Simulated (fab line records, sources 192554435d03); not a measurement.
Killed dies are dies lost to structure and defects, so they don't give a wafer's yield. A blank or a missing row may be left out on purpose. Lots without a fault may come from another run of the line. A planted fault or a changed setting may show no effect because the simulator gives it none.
Problem report in the 8D (eight disciplines) form, filled by code | flow n5_finfet | the parts of the form that need people (team, actions taken, sign-off) are left out

1. THE PROBLEM
spin_speed_rpm at N5_BEOL_M7_COAT_59 reads a mean of 1254.8 rpm on 6 wafers of 2 lots; wafers without a fault read 1500.1 rpm with a standard deviation of 0.98. That is -99 or more standard deviations from the usual mean.
The step: time 60 s, resist thk 100 nm.
First seen on wafer L809.3, day 11 09:41, on litho_track-02. The record holds 33 wafers of 11 lots with a number at this step. Rule for "out", or "out of limits": more than 4 standard deviations from the usual mean. The other wafers with a number count as sound.

2. WHAT IT IS AND WHAT IT IS NOT
question                    | is                     | is not
which readings at this step | spin_speed_rpm         | -
which lots                  | L809, L811             | L798, L799, L801, L806, L815, L817, L818, L820, L821
which wafers of those lots  | all that have a number | -
read on which tools         | litho_track-02         | litho_track-03, litho_track-05
when                        | from day 11 09:41      | up to then (12 sound wafers); but 15 sound wafers of L815, L817, L818, L820, L821 came after

3. SUSPECTS, AND WHAT RULES EACH OUT
Counting: a tool at a process step up to the reading stays a suspect if it ran every lot that is out and no sound lot after the first of them.
- rie_diel-04 at N5_BEOL_M6_ETCH_41 (etches SiCN in CH3F/O2, target depth 29.7 nm, time 52 s): ruled out as a lasting fault. Sound lots L817, L815 ran on it after its first lot that is out, L809 (day 11 06:01). N5_BEOL_M6_ETCH_41 gives no start for some lots, so the hours and the order of its lots are those of N5_BEOL_M6_PRE_CLEAN_45.
- pvd_sputter-02 at N5_BEOL_M6_PRE_CLEAN_45 (time 30 s): kept. It ran every lot that is out, first L809 (day 11 06:01), and no sound lot after that.
- litho_track-02 at N5_BEOL_M7_COAT_59 (time 60 s, resist thk 100 nm): ruled out as a lasting fault. Sound lots L821 ran on it after its first lot that is out, L809 (day 11 09:41).
Left after counting: pvd_sputter-02 at N5_BEOL_M6_PRE_CLEAN_45.

4. THE CAUSE (what the simulator had put in)
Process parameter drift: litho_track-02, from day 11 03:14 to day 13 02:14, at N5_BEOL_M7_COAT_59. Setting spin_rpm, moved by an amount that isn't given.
Counting ruled it out, wrongly.

5. THE CHAIN OF EFFECTS, in route order
Each row: a reading whose mean over the struck wafers that have a number lies more than 3 standard deviations from the usual. Only readings for which the record gives a usual standard deviation are gone through. hours: the time from each lot's start at the first step in this table that gives one to its start at this step, as a median over the lots. sigmas: the change in usual standard deviations.
hours | step               | reading        | usual      | on struck wafers | change | sigmas
0     | N5_BEOL_M7_COAT_59 | spin_speed_rpm | 1500.1 rpm | 1254.8           | -245.3 | -99 or more
The process steps in it:
- N5_BEOL_M7_COAT_59: time 60 s, resist thk 100 nm.

6. WHAT WOULD HAVE CAUGHT IT SOONER
In this record the first reading out of limits was taken at day 11 09:41, 6 hours after the fault began at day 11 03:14.
